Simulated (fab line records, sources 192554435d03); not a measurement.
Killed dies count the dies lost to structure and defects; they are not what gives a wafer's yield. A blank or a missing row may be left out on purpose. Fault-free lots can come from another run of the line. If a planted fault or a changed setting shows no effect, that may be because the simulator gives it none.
fab line records	flow n5Finfet
record: lots: 7	wafers: 39
route steps=1938 shown FIN_SAQP@96 FIN_CUT@173 HKMG_FIN@412 BEOL_M1@800 BEOL_M5@1112
startH: hours from the record's first day to the start of the lot's first wafer shown	waitH: hours since the lot's step before	" unchanged from the row above	L1.1+2: one row covering several wafers at once	- no value, or no start was given	* or withheld: withheld	< > ~ a bound
route shown NAME@n: a module of which the file shows steps, and the number in the route of the first	usual: mean/standard deviation of fault-free wafers	same: alike in all rows	chamber/n: place in a boat	sites: per-site readings	_std_site: the values' standard deviation	_edge_site: inner sites' mean taken away from outer sites' mean	radiusMm: how far each site lies from the wafer's centre	mask NAME#n: copy n	behind: the last tool/chamber to shape the wafer	hold: why the lot went on hold/how many hours it stayed there/how the hold came to an end	device: the n, p or np transistor that did not switch	end of line: at the end of the route, the tests of the same wafers	step lacking rows: just its recipe	killed: count of dies lost to structure and defects at first sort (not the wafer's yield)	map: the dies of a wafer, with x for killed, . for not killed, _ for no die there
set.NAME: the setting the step ran with; set.NAME@STEP: the setting that earlier step ran with	model.NAME: the simulator's own value behind a step, which no gauge read
lots with deliberately changed settings; one table per step, one row per wafer
== steps ==
step: N5_FIN_SAQP_HM_DEP_03
recipe: material: SiNx	targetThkA: 380	tempC: 400	precursor: SiH4/NH3/N2	pressureTorr: 1.5	rfW: 300	timeS: 33.6
lot.wafer	tool	chamber	startH	waitH	set.targetThkA	model.SiNx_of_FIN_SAQP_HM_DEP_03.thkNm
L074.1	pecvd-02	2	21.09	0.2	607.6	60.56
L074.2	"	0	"	"	380	37.9
L074.3	"	1	"	"	380	37.68
L074.4	"	1	"	"	380	37.99
L074.5	"	0	"	"	607.6	61.28
L074.6	"	2	"	"	607.6	61.29
L076.1	pecvd-04	0	34.20	0.2	380	37.67
L076.2	"	1	"	"	380	37.8
L076.3	"	0	"	"	380	37.95
L076.4	"	1	"	"	380	38.55
L076.5	"	0	"	"	380	37.92
L076.6	"	1	"	"	380	38.24
L080.1	pecvd-02	2	59.90	0.2	380	38.2
L080.2	"	0	"	"	380	37.92
L080.3	"	0	"	"	380	38.42
L080.4	"	2	"	"	380	38.39
L080.5	"	0	"	"	380	38.5
L080.6	"	2	"	"	380	38.14
L087.1	pecvd-03	0	101.12	0.2	380	37.56
L087.2	"	2	"	"	199.8	19.7
L087.3	"	1	"	"	199.8	19.54
L087.4	"	0	"	"	380	38.28
L087.5	"	2	"	"	199.8	19.3
L087.6	"	1	"	"	380	37.88
L090.2	pecvd-04	1	117.23	0.2	380	38.15
L090.4	"	1	"	"	380	38.58
L090.5	"	0	"	"	380	38.38
L094.1	pecvd-04	0	140.97	0.2	380	38.19
L094.2	"	1	"	"	380	38.14
L094.3	"	2	"	"	380	37.35
L094.4	"	0	"	"	280.3	28.98
L094.5	"	2	"	"	280.3	28.46
L094.6	"	1	"	"	280.3	29.15
L096.1	pecvd-03	0	153.04	0.2	380	36.78
L096.2	"	2	"	"	205.4	19.91
L096.3	"	1	"	"	380	36.98
L096.4	"	2	"	"	380	37.98
L096.5	"	1	"	"	205.4	20.01
L096.6	"	0	"	"	205.4	20.2
step: N5_FIN_SAQP_THK_MEAS_05
usual: thkNm: 37.9/0.6
lot.wafer	tool	chamber	startH	waitH	set.targetThkA@FIN_SAQP_HM_DEP_03	thkNm
L074.1	filmMetro-01	-	21.18	0.1	607.6	60.6
L074.2	"	-	"	"	380	37.9
L074.3	"	-	"	"	380	37.7
L074.4	"	-	"	"	380	38.0
L074.5	"	-	"	"	607.6	61.3
L074.6	"	-	"	"	607.6	61.3
L076.1	filmMetro-01	-	34.32	0.1	380	37.7
L076.2	"	-	"	"	380	37.8
L076.3	"	-	"	"	380	37.9
L076.4	"	-	"	"	380	38.6
L076.5	"	-	"	"	380	38.0
L076.6	"	-	"	"	380	38.2
L080.1	filmMetro-01	-	60.02	0.1	380	38.2
L080.2	"	-	"	"	380	37.9
L080.3	"	-	"	"	380	38.4
L080.4	"	-	"	"	380	38.4
L080.5	"	-	"	"	380	38.5
L080.6	"	-	"	"	380	38.2
L087.1	filmMetro-01	-	101.21	0.1	380	37.5
L087.2	"	-	"	"	199.8	19.7
L087.3	"	-	"	"	199.8	19.5
L087.4	"	-	"	"	380	38.2
L087.5	"	-	"	"	199.8	19.3
L087.6	"	-	"	"	380	37.9
L090.2	filmMetro-01	-	117.32	0.1	380	38.1
L090.4	"	-	"	"	380	38.6
L090.5	"	-	"	"	380	38.4
L094.1	filmMetro-01	-	141.06	0.1	380	38.2
L094.2	"	-	"	"	380	38.1
L094.3	"	-	"	"	380	37.3
L094.4	"	-	"	"	280.3	29.0
L094.5	"	-	"	"	280.3	28.5
L094.6	"	-	"	"	280.3	29.2
L096.1	filmMetro-02	-	153.13	0.1	380	36.7
L096.2	"	-	"	"	205.4	19.9
L096.3	"	-	"	"	380	37.0
L096.4	"	-	"	"	380	38.1
L096.5	"	-	"	"	205.4	20.0
L096.6	"	-	"	"	205.4	20.2
step: N5_FIN_SAQP_PECVD_47
recipe: material: a-Si	targetThkA: 450	tempC: 400	precursor: SiH4/He	pressureTorr: 3	rfW: 100	timeS: 36.3
step: N5_FIN_SAQP_PECVD_48
recipe: material: SiNx	targetThkA: 250	tempC: 400	precursor: SiH4/NH3/N2	pressureTorr: 1.5	rfW: 300	timeS: 22.1
step: N5_FIN_SAQP_MANDREL2_REMOVE_60
recipe: chemistry: HBr/Cl2/O2	btTimeS: 10	target: a-Si	stopOn: SiNx	endpoint: OES-SiCl	overEtchFrac: 1	icpW: 600	biasW: 22	HBr_flow_sccm: 150	Cl2_flow_sccm: 80	O2_flow_sccm: 5	pressureMtorr: 10
step: N5_FIN_SAQP_HM_OPEN_33
recipe: chemistry: CH3F/O2	target: SiNx	maskMaterial: SiO2	targetDepthA: 494	timeS: 70.6	pressureMtorr: 30	sourceW: 395	biasW: 73	Ar_flow_sccm: 150	CH3F_flow_sccm: 30	O2_flow_sccm: 20	ionEnergyEv: 120	ends: cleared
usual: etchRfOnTimeS: 69.2/1.5
lot.wafer	tool	chamber	startH	waitH	set.targetThkA@FIN_SAQP_HM_DEP_03	etchRfOnTimeS	model.etch.depthNm
L074.1	rieDiel-06	1	26.04	0.0	607.6	113.9	59.93
L074.2	"	2	"	"	380	69.9	37.27
L074.3	"	3	"	"	380	68.2	36.92
L074.4	"	1	"	"	380	70.3	37.36
L074.5	"	3	"	"	607.6	112.0	60.66
L074.6	"	2	"	"	607.6	112.6	60.66
L076.1	rieDiel-01	1	38.84	0.0	380	70.6	37.04
L076.2	"	0	"	"	380	71.4	37.17
L076.3	"	2	"	"	380	70.8	37.32
L076.4	"	3	"	"	380	70.2	37.92
L076.5	"	3	"	"	380	69.9	37.29
L076.6	"	0	"	"	380	71.9	37.62
L080.1	rieDiel-01	0	64.71	0.0	380	70.4	37.58
L080.2	"	1	"	"	380	69.5	37.16
L080.3	"	3	"	"	380	68.6	37.79
L080.4	"	2	"	"	380	70.8	37.76
L080.5	"	3	"	"	380	68.5	37.88
L080.6	"	0	"	"	380	70.3	37.51
L087.1	rieDiel-05	1	105.76	0.1	380	69.3	36.93
L087.2	"	2	"	"	199.8	35.8	19.07
L087.3	"	0	"	"	199.8	35.1	18.79
L087.4	"	3	"	"	380	70.6	37.66
L087.5	"	1	"	"	199.8	34.7	18.67
L087.6	"	2	"	"	380	70.3	37.25
L090.2	rieDiel-05	0	121.77	0.0	380	69.5	37.52
L090.4	"	2	"	"	380	70.5	37.95
L090.5	"	2	"	"	380	69.8	37.75
L094.1	rieDiel-05	2	145.58	0.0	380	69.6	37.56
L094.2	"	0	"	"	380	70.2	37.52
L094.3	"	3	"	"	380	68.0	36.66
L094.4	"	1	"	"	280.3	53.1	28.35
L094.5	"	0	"	"	280.3	52.4	27.83
L094.6	"	3	"	"	280.3	52.7	28.45
L096.1	rieDiel-01	0	158.03	0.0	380	68.2	36.02
L096.2	"	2	"	"	205.4	36.2	19.27
L096.3	"	1	"	"	380	67.2	36.35
L096.4	"	0	"	"	380	70.5	37.36
L096.5	"	2	"	"	205.4	36.6	19.38
L096.6	"	1	"	"	205.4	36.0	19.57
step: N5_FIN_CUT_CUT_ETCH_26
recipe: chemistry: CH3F/O2	target: SiNx	targetDepthA: 390	maskMaterial: SOC	timeS: 55.7	pressureMtorr: 30	sourceW: 395	biasW: 73	Ar_flow_sccm: 150	CH3F_flow_sccm: 30	O2_flow_sccm: 20	ionEnergyEv: 120
lot.wafer	tool	chamber	startH	waitH	set.targetDepthA	model.etch.depthNm	model.SOC_of_FIN_CUT_COAT_18.thkNm
L074.1	rieDiel-02	0	27.57	0.0	390	39.21	211.4
L074.2	"	1	"	"	466.4	45.3	208.6
L074.3	"	3	"	"	390	38.54	211.6
L074.4	"	0	"	"	466.4	46.64	208.2
L074.5	"	3	"	"	390	38.47	212.2
L074.6	"	1	"	"	466.4	45.91	208.4
L076.1	rieDiel-04	0	40.37	0.0	473.8	48.81	206.8
L076.2	"	1	"	"	473.8	47.58	207.2
L076.3	"	3	"	"	390	39.44	211.4
L076.4	"	2	"	"	390	39.45	210.6
L076.5	"	2	"	"	390	39.44	211
L076.6	"	1	"	"	473.8	47.72	207
L080.1	rieDiel-03	3	67.67	0.0	390	38.47	212
L080.2	"	2	"	"	167.8	16.85	221.8
L080.3	"	0	"	"	390	39.3	211.8
L080.4	"	2	"	"	390	39.13	212
L080.5	"	0	"	"	167.8	16.98	221.8
L080.6	"	3	"	"	167.8	16.63	223
L087.1	rieDiel-02	1	107.68	0.0	390	38.04	211.4
L087.2	"	2	"	"	390	37.53	211.6
L087.3	"	0	"	"	390	38.63	211.8
L087.4	"	3	"	"	390	37.86	211.4
L087.5	"	1	"	"	390	37.62	211.4
L087.6	"	2	"	"	390	37.54	212.2
L090.2	rieDiel-03	1	123.41	0.0	390	38.54	212.4
L090.4	"	0	"	"	390	38.89	211.8
L090.5	"	1	"	"	390	38.67	211.6
L094.1	rieDiel-04	0	146.97	0.0	390	39.52	210.8
L094.2	"	2	"	"	321	32.11	213.8
L094.3	"	3	"	"	321	32.28	214.6
L094.4	"	1	"	"	390	39.01	211.8
L094.5	"	2	"	"	321	32.26	214.2
L094.6	"	3	"	"	390	39.3	210.6
L096.1	rieDiel-04	2	159.64	0.0	390	38.8	211
L096.2	"	1	"	"	615.9	60.92	200.4
L096.3	"	0	"	"	390	39.78	210.2
L096.4	"	3	"	"	615.9	61.8	201.4
L096.5	"	0	"	"	615.9	62.51	200
L096.6	"	1	"	"	390	38.69	211.6
step: N5_HKMG_FIN_ALD_79
recipe: material: TiN	targetThkA: 15	tempC: 400	aldPrecursorFamily: TiCl4	aldCoReactant: NH3	pulseTimeS: 1	purgeTimeS: 3	coReactantPurgeTimeS: 2	coReactantPulseTimeS: 2	aldCycles: 68	pressureTorr: 3
lot.wafer	tool	chamber	startH	waitH	set.aldCycles	model.TiN_of_HKMG_FIN_ALD_79.thkNm
L074.1+3	aldMetal-04	0,1	73.93	0.0	78	1.8
L074.2+4+5	"	2,3,1	"	"	68	1.4
L074.6	"	0	"	"	78	1.6
L076.1+2+4	aldMetal-01	1,2,2	86.09	0.0	96	2.2
L076.3+5+6	"	1,1,2	"	"	68	1.6
L080.1+2	aldMetal-03	2,0	113.94	0.0	68	1.4
L080.3+4+5+6	"	3,1,2,3	"	"	68	1.6
L087.1+3+5	aldMetal-01	2,3,1	151.80	0.0	35	0.8
L087.2+4+6	"	1,0,2	"	"	68	1.4
L090.2+4+5	aldMetal-01	1,2,2	170.94	0.0	68	1.4
L094.1	aldMetal-01	3	193.85	0.0	68	1.6
L094.2+3+6	"	2,1,3	"	"	101	2.2
L094.4+5	"	0	"	"	68	1.4
L096.1+4+6	aldMetal-03	1,2,0	205.32	0.0	40	0.8
L096.2+3+5	"	0,3,1	"	"	68	1.4
step: N5_HKMG_FIN_CVD_62
recipe: material: a-Si	targetThkA: 30	tempC: 500	precursor: Si2H6	pressureTorr: 1	timeS: 20.8
step: N5_HKMG_FIN_RTA_80
recipe: tempC: withheld	timeS: 2	ambient: N2	idleTempC: 600	rampUpCPerS: 150	rampDownCPerS: 60	coolToC: 600
step: N5_HKMG_FIN_PRECLEAN_64
recipe: chemistry: dHF	timeS: 30	tempC: 25	dilution: withheld
step: N5_HKMG_FIN_WET_ETCH_65
recipe: chemistry: TMAH	tempC: 70	concWtPct: 5	target: a-Si	stopOn: TiN	timeS: 49	targetDepthNm: 3
lot.wafer	tool	chamber	startH	waitH	set.aldCycles@HKMG_FIN_ALD_79	model.TiN_of_HKMG_FIN_ALD_79.thkNm
L074.1+6	wetBench-03	0,4	74.58	0.0	78	1.4
L074.2+4+5	"	6,7,5	"	"	68	1.2
L074.3	"	1	"	"	78	1.6
L076.1+2+4	wetBench-03	6,4,5	86.92	0.0	96	2
L076.3	"	1	"	"	68	1.4
L076.5+6	"	0,7	"	"	68	1.2
L080.1+2+3+4+5	wetBench-05	7,6,2,0,1	114.83	0.0	68	1.2
L080.6	"	5	"	"	68	1.4
L087.1+3+5	wetBench-05	3,7,6	152.45	0.0	35	0.6
L087.2+4+6	"	0,4,5	"	"	68	1.2
L090.2+4+5	wetBench-05	4,1,0	171.67	0.0	68	1.2
L094.1	wetBench-05	5	194.66	0.0	68	1.4
L094.2+3+6	"	6,0,1	"	"	101	2
L094.4+5	"	4,7	"	"	68	1.2
L096.1+4+6	wetBench-03	3,5,4	205.98	0.0	40	0.6
L096.2+3+5	"	6,7,2	"	"	68	1.2
step: N5_BEOL_M1_TRENCH_ETCH_37
recipe: chemistry: C4F6/O2	targetDepthA: 552.07	target: SiOC	timeS: 29	ionEnergyEv: 250	pressureMtorr: 30	sourceW: 355	biasW: 185	Ar_flow_sccm: 300	C4F6_flow_sccm: 10	O2_flow_sccm: 10
lot.wafer	tool	chamber	startH	waitH	set.timeS	model.BEOL_M1.featureDepthNm	model.etch.depthNm
L074.1	rieDiel-04	3	-	-	29	55.2	55.23
L074.2	"	2	"	"	29	54.8	54.87
L074.3	"	1	"	"	24.47	46.4	46.44
L074.4	"	3	"	"	29	55.6	55.6
L074.5	"	2	"	"	24.47	46.4	46.48
L074.6	"	1	"	"	24.47	46.4	46.31
L076.1	rieDiel-03	3	-	-	36.79	67.4	67.41
L076.2	"	1	"	"	29	54.8	54.75
L076.3	"	0	"	"	29	54.8	54.87
L076.4	"	2	"	"	36.79	69.2	69.17
L076.5	"	3	"	"	29	53.8	53.73
L076.6	"	2	"	"	36.79	68.4	68.32
L080.1	rieDiel-03	1	-	-	29	55.2	55.11
L080.2	"	3	"	"	22.64	42	42.1
L080.3	"	0	"	"	22.64	43	43.04
L080.4	"	2	"	"	29	54.2	54.21
L080.5	"	2	"	"	22.64	42.6	42.6
L080.6	"	1	"	"	29	55.2	55.25
L087.1	rieDiel-02	1	-	-	29	53.2	53.18
L087.2	"	2	"	"	29	53.4	53.49
L087.3	"	3	"	"	22	42.6	42.52
L087.4	"	0	"	"	22	41.6	41.62
L087.5	"	0	"	"	22	41.4	41.43
L087.6	"	3	"	"	29	56.2	56.14
L090.2	rieDiel-02	1	-	-	29	53.8	53.75
L090.4	"	0	"	"	29	55	54.98
L090.5	"	0	"	"	29	55.2	55.16
L094.1	rieDiel-04	1	-	-	39	74.8	74.8
L094.2	"	3	"	"	29	55.8	55.74
L094.3	"	2	"	"	39	73.6	73.65
L094.4	"	0	"	"	29	56.6	56.55
L094.5	"	3	"	"	29	55	54.96
L094.6	"	0	"	"	39	76.2	76.17
L096.1	rieDiel-04	3	-	-	41.29	79.8	79.82
L096.2	"	1	"	"	41.29	78.8	78.81
L096.3	"	0	"	"	41.29	80.6	80.59
L096.4	"	0	"	"	29	56.2	56.27
L096.5	"	1	"	"	29	55.4	55.35
L096.6	"	3	"	"	29	55.4	55.47
step: N5_BEOL_M1_ETCH_41
recipe: chemistry: CH3F/O2	target: SiCN	targetDepthA: 319	taperDeg: 2	timeS: 57.8	ionEnergyEv: 120	maskMaterial: TiN	pressureMtorr: 30	sourceW: 395	biasW: 75	Ar_flow_sccm: 150	CH3F_flow_sccm: 30	O2_flow_sccm: 20
step: N5_BEOL_M1_STRIP_97
recipe: chemistry: N2/H2	timeS: 10	powerW: 450	tempC: 40	pressureMtorr: 20	rfFrequencyHz: 6e+07	biasPowerW: 7	n2FlowSccm: 200	h2FlowSccm: 200
step: N5_BEOL_M1_OCD_MEAS_38
usual: trenchDepthNm: 55.0/0.93
lot.wafer	tool	chamber	startH	waitH	set.timeS@BEOL_M1_TRENCH_ETCH_37	trenchDepthNm
L074.1	ocd-02	-	128.26	-	29	55.4
L074.2	"	-	"	"	29	55.4
L074.3	"	-	"	"	24.47	46.4
L074.4	"	-	"	"	29	55.6
L074.5	"	-	"	"	24.47	46.6
L074.6	"	-	"	"	24.47	46.7
L076.1	ocd-02	-	149.94	-	36.79	67.6
L076.2	"	-	"	"	29	54.5
L076.3	"	-	"	"	29	55.2
L076.4	"	-	"	"	36.79	69.5
L076.5	"	-	"	"	29	53.8
L076.6	"	-	"	"	36.79	68.3
L080.1	ocd-01	-	168.42	-	29	54.9
L080.2	"	-	"	"	22.64	42.3
L080.3	"	-	"	"	22.64	43.4
L080.4	"	-	"	"	29	54.8
L080.5	"	-	"	"	22.64	42.1
L080.6	"	-	"	"	29	55.6
L087.1	ocd-02	-	222.94	-	29	53.3
L087.2	"	-	"	"	29	54.2
L087.3	"	-	"	"	22	42.5
L087.4	"	-	"	"	22	41.3
L087.5	"	-	"	"	22	41.5
L087.6	"	-	"	"	29	55.9
L090.2	ocd-02	-	226.02	-	29	53.1
L090.4	"	-	"	"	29	54.8
L090.5	"	-	"	"	29	54.7
L094.1	ocd-01	-	243.80	-	39	74.7
L094.2	"	-	"	"	29	55.8
L094.3	"	-	"	"	39	73.8
L094.4	"	-	"	"	29	56.4
L094.5	"	-	"	"	29	54.6
L094.6	"	-	"	"	39	76.1
L096.1	ocd-01	-	264.82	-	41.29	80.0
L096.2	"	-	"	"	41.29	78.8
L096.3	"	-	"	"	41.29	80.6
L096.4	"	-	"	"	29	56.3
L096.5	"	-	"	"	29	56.0
L096.6	"	-	"	"	29	55.4
step: N5_BEOL_M5_ILD_DEP_00
recipe: material: SiCOH_lowk	targetThkA: 1406.4	tempC: 300	precursor: DEMS/porogen	pressureTorr: 5	rfW: 500	timeS: 25.9
lot.wafer	tool	chamber	startH	waitH	set.timeS	model.SiCOH_lowk_of_BEOL_M5_ILD_DEP_00.thkNm
L074.1	pecvd-03	2	170.38	0.8	38.07	203.6
L074.2	"	1	"	"	25.9	142
L074.3	"	0	"	"	25.9	139.4
L074.4	"	0	"	"	25.9	144.4
L074.5	"	1	"	"	38.07	207.4
L074.6	"	2	"	"	38.07	206.4
L076.1	pecvd-03	0	192.93	0.8	25.9	138.6
L076.2	"	1	"	"	25.9	139.2
L076.3	"	2	"	"	33.51	176.4
L076.4	"	2	"	"	33.51	181
L076.5	"	0	"	"	33.51	181.2
L076.6	"	1	"	"	25.9	141.2
L080.1	pecvd-03	0	208.42	0.8	38.69	204.2
L080.2	"	1	"	"	25.9	139
L080.3	"	1	"	"	25.9	141
L080.4	"	0	"	"	25.9	140
L080.5	"	0	"	"	38.69	206.4
L080.6	"	1	"	"	38.69	208.8
L087.1	pecvd-01	0	252.62	0.8	25.9	138.8
L087.2+5	"	1,0	"	"	25.9	141.8
L087.3	"	0	"	"	25.9	142.2
L087.4	"	1	"	"	25.9	145.2
L087.6	"	1	"	"	25.9	142.4
L090.2	pecvd-04	0	270.26	0.7	25.9	136.8
L090.4	"	1	"	"	25.9	140.6
L090.5	"	0	"	"	25.9	141.2
L094.1	pecvd-04	0	286.22	0.8	11.06	58.6
L094.2	"	1	"	"	25.9	138.8
L094.3	"	2	"	"	25.9	139.4
L094.4	"	1	"	"	11.06	61
L094.5	"	0	"	"	25.9	139.6
L094.6	"	2	"	"	11.06	61.8
L096.1+2	pecvd-04	1,0	303.10	0.8	12.01	66.2
L096.3	"	2	"	"	25.9	139.4
L096.4	"	2	"	"	25.9	142.6
L096.5	"	1	"	"	25.9	143.4
L096.6	"	0	"	"	12.01	66.8
step: N5_BEOL_M5_CURE_79
recipe: tempC: 385	timeS: 240	ambient: He/Ar	material: SiCOH_lowk
lot.wafer	tool	chamber	startH	waitH	set.timeS@BEOL_M5_ILD_DEP_00	model.SiCOH_lowk_of_BEOL_M5_ILD_DEP_00.thkNm
L074.1	uvCure-01	0	170.44	0.0	38.07	175.8
L074.2	"	0	"	"	25.9	122.2
L074.3	"	0	"	"	25.9	120
L074.4	"	0	"	"	25.9	124.2
L074.5	"	0	"	"	38.07	179
L074.6	"	0	"	"	38.07	178.2
L076.1	uvCure-01	2	192.99	0.0	25.9	119.2
L076.2	"	2	"	"	25.9	119.8
L076.3	"	2	"	"	33.51	152
L076.4	"	2	"	"	33.51	156.2
L076.5	"	2	"	"	33.51	156.4
L076.6	"	2	"	"	25.9	121.4
L080.1	uvCure-03	1	208.50	0.1	38.69	176.4
L080.2	"	1	"	"	25.9	119.6
L080.3	"	1	"	"	25.9	121.2
L080.4	"	1	"	"	25.9	120.6
L080.5	"	1	"	"	38.69	178.2
L080.6	"	1	"	"	38.69	180.2
L087.1	uvCure-02	2	252.70	0.1	25.9	119.4
L087.2+5	"	2	"	"	25.9	122
L087.3	"	2	"	"	25.9	122.4
L087.4	"	2	"	"	25.9	125
L087.6	"	2	"	"	25.9	122.6
L090.2	uvCure-02	0	270.40	0.1	25.9	117.6
L090.4	"	0	"	"	25.9	120.8
L090.5	"	0	"	"	25.9	121.4
L094.1	uvCure-01	1	286.28	0.0	11.06	50.2
L094.2	"	1	"	"	25.9	119.4
L094.3	"	1	"	"	25.9	120
L094.4	"	1	"	"	11.06	52.2
L094.5	"	1	"	"	25.9	120.2
L094.6	"	1	"	"	11.06	53
L096.1	uvCure-03	0	303.16	0.0	12.01	56.8
L096.2	"	0	"	"	12.01	56.6
L096.3	"	0	"	"	25.9	119.8
L096.4	"	0	"	"	25.9	122.6
L096.5	"	0	"	"	25.9	123.4
L096.6	"	0	"	"	12.01	57.2
step: N5_BEOL_M5_THK_MEAS_01
recipe: reads: SiCOH_lowk_of_BEOL_M5_ILD_DEP_00
usual: M5_ILD_THK: 120.9/1.7
lot.wafer	tool	chamber	startH	waitH	set.timeS@BEOL_M5_ILD_DEP_00	M5_ILD_THK[nm]
L074.1	filmMetro-01	-	170.95	0.4	38.07	175.7
L074.2	"	-	"	"	25.9	122.1
L074.3	"	-	"	"	25.9	120.0
L074.4	"	-	"	"	25.9	124.2
L074.5	"	-	"	"	38.07	179.1
L074.6	"	-	"	"	38.07	178.1
L076.1	filmMetro-01	-	193.50	0.4	25.9	119.2
L076.2	"	-	"	"	25.9	119.8
L076.3	"	-	"	"	33.51	152.1
L076.4	"	-	"	"	33.51	156.1
L076.5	"	-	"	"	33.51	156.4
L076.6	"	-	"	"	25.9	121.5
L080.1	filmMetro-01	-	209.01	0.4	38.69	176.3
L080.2	"	-	"	"	25.9	119.6
L080.3	"	-	"	"	25.9	121.2
L080.4	"	-	"	"	25.9	120.5
L080.5	"	-	"	"	38.69	178.3
L080.6	"	-	"	"	38.69	180.2
L087.1	filmMetro-01	-	253.70	0.8	25.9	119.6
L087.2	"	-	"	"	25.9	122.0
L087.3	"	-	"	"	25.9	122.5
L087.4	"	-	"	"	25.9	124.9
L087.5	"	-	"	"	25.9	122.1
L087.6	"	-	"	"	25.9	122.6
L090.2	filmMetro-02	-	270.83	0.4	25.9	117.7
L090.4	"	-	"	"	25.9	120.9
L090.5	"	-	"	"	25.9	121.4
L094.1	filmMetro-01	-	286.80	0.4	11.06	50.2
L094.2	"	-	"	"	25.9	119.5
L094.3	"	-	"	"	25.9	120.1
L094.4	"	-	"	"	11.06	52.3
L094.5	"	-	"	"	25.9	120.1
L094.6	"	-	"	"	11.06	52.9
L096.1	filmMetro-02	-	304.15	0.8	12.01	56.8
L096.2	"	-	"	"	12.01	56.6
L096.3	"	-	"	"	25.9	119.9
L096.4	"	-	"	"	25.9	122.6
L096.5	"	-	"	"	25.9	123.4
L096.6	"	-	"	"	12.01	57.3
== key ==
split: step: N5_FIN_SAQP_HM_DEP_03	setting: targetThkA	stated: 380	by: wafer
response: step: N5_FIN_SAQP_HM_DEP_03	reading: model.SiNx_of_FIN_SAQP_HM_DEP_03.thkNm	change: +0.381	per: 1%	r: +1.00
response: step: N5_FIN_SAQP_THK_MEAS_05	reading: thkNm	change: *	per: 1%	r: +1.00
response: step: N5_FIN_SAQP_HM_OPEN_33	reading: etchRfOnTimeS	change: *	per: 1%	r: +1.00
response: step: N5_FIN_SAQP_HM_OPEN_33	reading: model.etch.depthNm	change: +0.381	per: 1%	r: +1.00
split: step: N5_FIN_CUT_CUT_ETCH_26	setting: targetDepthA	stated: 390	by: wafer
response: step: N5_FIN_CUT_CUT_ETCH_26	reading: model.etch.depthNm	change: +0.39	per: 1%	r: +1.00
response: step: N5_FIN_CUT_CUT_ETCH_26	reading: model.SOC_of_FIN_CUT_COAT_18.thkNm	change: -0.179	per: 1%	r: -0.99
split: step: N5_HKMG_FIN_ALD_79	setting: aldCycles	stated: 68	by: wafer
response: step: N5_HKMG_FIN_ALD_79	reading: model.TiN_of_HKMG_FIN_ALD_79.thkNm	change: +0.0143	per: 1%	r: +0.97
response: step: N5_HKMG_FIN_WET_ETCH_65	reading: model.TiN_of_HKMG_FIN_ALD_79.thkNm	change: +0.0149	per: 1%	r: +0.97
split: step: N5_BEOL_M1_TRENCH_ETCH_37	setting: timeS	stated: 29	by: wafer
response: step: N5_BEOL_M1_TRENCH_ETCH_37	reading: model.BEOL_M1.featureDepthNm	change: +0.55	per: 1%	r: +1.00
response: step: N5_BEOL_M1_TRENCH_ETCH_37	reading: model.etch.depthNm	change: +0.55	per: 1%	r: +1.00
response: step: N5_BEOL_M1_OCD_MEAS_38	reading: trenchDepthNm	change: +0.553	per: 1%	r: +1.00
split: step: N5_BEOL_M5_ILD_DEP_00	setting: timeS	stated: 25.9	by: wafer
response: step: N5_BEOL_M5_ILD_DEP_00	reading: model.SiCOH_lowk_of_BEOL_M5_ILD_DEP_00.thkNm	change: +1.37	per: 1%	r: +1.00
response: step: N5_BEOL_M5_CURE_79	reading: model.SiCOH_lowk_of_BEOL_M5_ILD_DEP_00.thkNm	change: +1.19	per: 1%	r: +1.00
response: step: N5_BEOL_M5_THK_MEAS_01	reading: M5_ILD_THK	change: +1.19	per: 1%	r: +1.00
